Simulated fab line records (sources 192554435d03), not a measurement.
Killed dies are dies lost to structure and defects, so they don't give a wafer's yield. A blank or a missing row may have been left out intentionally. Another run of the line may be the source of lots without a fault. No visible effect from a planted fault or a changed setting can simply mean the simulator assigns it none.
Which tool was responsible? || flow n5_finfet || 12 lots with 36 wafers sampled at 3 steps, on a route of 1938 steps

## WHAT THE GAUGES READ, wafer by wafer
N5_BEOL_M2_INSPECT_59: inspects for defects (darkfield).
{"lot": "L075", "measured": "day 7 04:58", "on": "defect_inspect-01", "raw_defect_count": "60 55 74"}
{"lot": "L076", "measured": "day 7 16:37", "on": "defect_inspect-02", "raw_defect_count": "43 85 58"}
{"lot": "L079", "measured": "day 8 03:14", "on": "defect_inspect-01", "raw_defect_count": "110 96 89"}
{"lot": "L081", "measured": "day 8 16:29", "on": "defect_inspect-02", "raw_defect_count": "93 154 116"}
{"lot": "L083", "measured": "day 9 06:55", "on": "defect_inspect-02", "raw_defect_count": "180 98 101"}
{"lot": "L086", "measured": "day 9 12:59", "on": "defect_inspect-02", "raw_defect_count": "108 55 52"}
{"lot": "L087", "measured": "day 10 04:17", "on": "defect_inspect-02", "raw_defect_count": "81 115 84"}
{"lot": "L089", "measured": "day 10 10:54", "on": "defect_inspect-02", "raw_defect_count": "91 76 55"}
{"lot": "L092", "measured": "day 11 07:58", "on": "defect_inspect-02", "raw_defect_count": "130 106 134"}
{"lot": "L093", "measured": "day 11 21:46", "on": "defect_inspect-01", "raw_defect_count": "96 93 59"}
{"lot": "L095", "measured": "day 12 09:55", "on": "defect_inspect-01", "raw_defect_count": "52 82 76"}
{"lot": "L097", "measured": "day 12 17:01", "on": "defect_inspect-01", "raw_defect_count": "61 65 110"}

## TOOL THAT RAN EACH LOT (tool first, then ch and the chambers of the sampled wafers, then the start)
{"lot": "L075", "N5_BEOL_M2_ANNEAL_93": "pvd_sputter-01, day 7 03:24", "N5_BEOL_M2_ANNEAL_51": "rtp_anneal-02 ch 0, day 7 04:08"}
{"lot": "L076", "N5_BEOL_M2_ANNEAL_93": "pvd_sputter-01, day 7 15:11", "N5_BEOL_M2_ANNEAL_51": "rtp_anneal-02 ch 0, day 7 15:47"}
{"lot": "L079", "N5_BEOL_M2_ANNEAL_93": "pvd_sputter-01, day 8 01:48", "N5_BEOL_M2_ANNEAL_51": "rtp_anneal-01 ch 0, day 8 02:22"}
{"lot": "L081", "N5_BEOL_M2_ANNEAL_93": "pvd_sputter-01, day 8 15:03", "N5_BEOL_M2_ANNEAL_51": "rtp_anneal-01 ch 0, day 8 15:37"}
{"lot": "L083", "N5_BEOL_M2_ANNEAL_93": "pvd_sputter-02, day 9 05:28", "N5_BEOL_M2_ANNEAL_51": "rtp_anneal-02 ch 0, day 9 06:07"}
{"lot": "L086", "N5_BEOL_M2_ANNEAL_93": "pvd_sputter-03, day 9 11:28", "N5_BEOL_M2_ANNEAL_51": "rtp_anneal-01 ch 0, day 9 12:04"}
{"lot": "L087", "N5_BEOL_M2_ANNEAL_93": "pvd_sputter-01, day 10 02:52", "N5_BEOL_M2_ANNEAL_51": "rtp_anneal-01 ch 0, day 10 03:33"}
{"lot": "L089", "N5_BEOL_M2_ANNEAL_93": "pvd_sputter-03, day 10 09:28", "N5_BEOL_M2_ANNEAL_51": "rtp_anneal-01 ch 0, day 10 10:04"}
{"lot": "L092", "N5_BEOL_M2_ANNEAL_93": "pvd_sputter-01, day 11 06:29", "N5_BEOL_M2_ANNEAL_51": "rtp_anneal-01 ch 0, day 11 07:02"}
{"lot": "L093", "N5_BEOL_M2_ANNEAL_93": "pvd_sputter-02, day 11 20:20", "N5_BEOL_M2_ANNEAL_51": "rtp_anneal-02 ch 0, day 11 20:53"}
{"lot": "L095", "N5_BEOL_M2_ANNEAL_93": "pvd_sputter-01, day 12 08:29", "N5_BEOL_M2_ANNEAL_51": "rtp_anneal-01 ch 0, day 12 09:05"}
{"lot": "L097", "N5_BEOL_M2_ANNEAL_93": "pvd_sputter-01, day 12 15:35", "N5_BEOL_M2_ANNEAL_51": "rtp_anneal-02 ch 0, day 12 16:14"}
- N5_BEOL_M2_ANNEAL_93: time 240 s.
- N5_BEOL_M2_ANNEAL_51: time 90 s.

## THE ANSWER, worked out from the rows above alone
Rule: usual is defined by the lots themselves. Put in order of their means at a reading, lots are off if they are a third of the lots or fewer, leave a main group of 4 or more, and stand apart from it by a gap of 3 or more times the standard deviation of the main group's means; of several such gaps the widest counts. The tables above print the reading to a certain number of digits; a main group whose means all agree to those digits is not used. Also off: a lot with no number at a reading for which 4 or more lots have one. Where the step has rows for the other lots, those lots are counted as sound.
Nothing can be told from this: no lot is off at any reading shown.

## WHAT WAS PUT IN BY THE SIMULATOR
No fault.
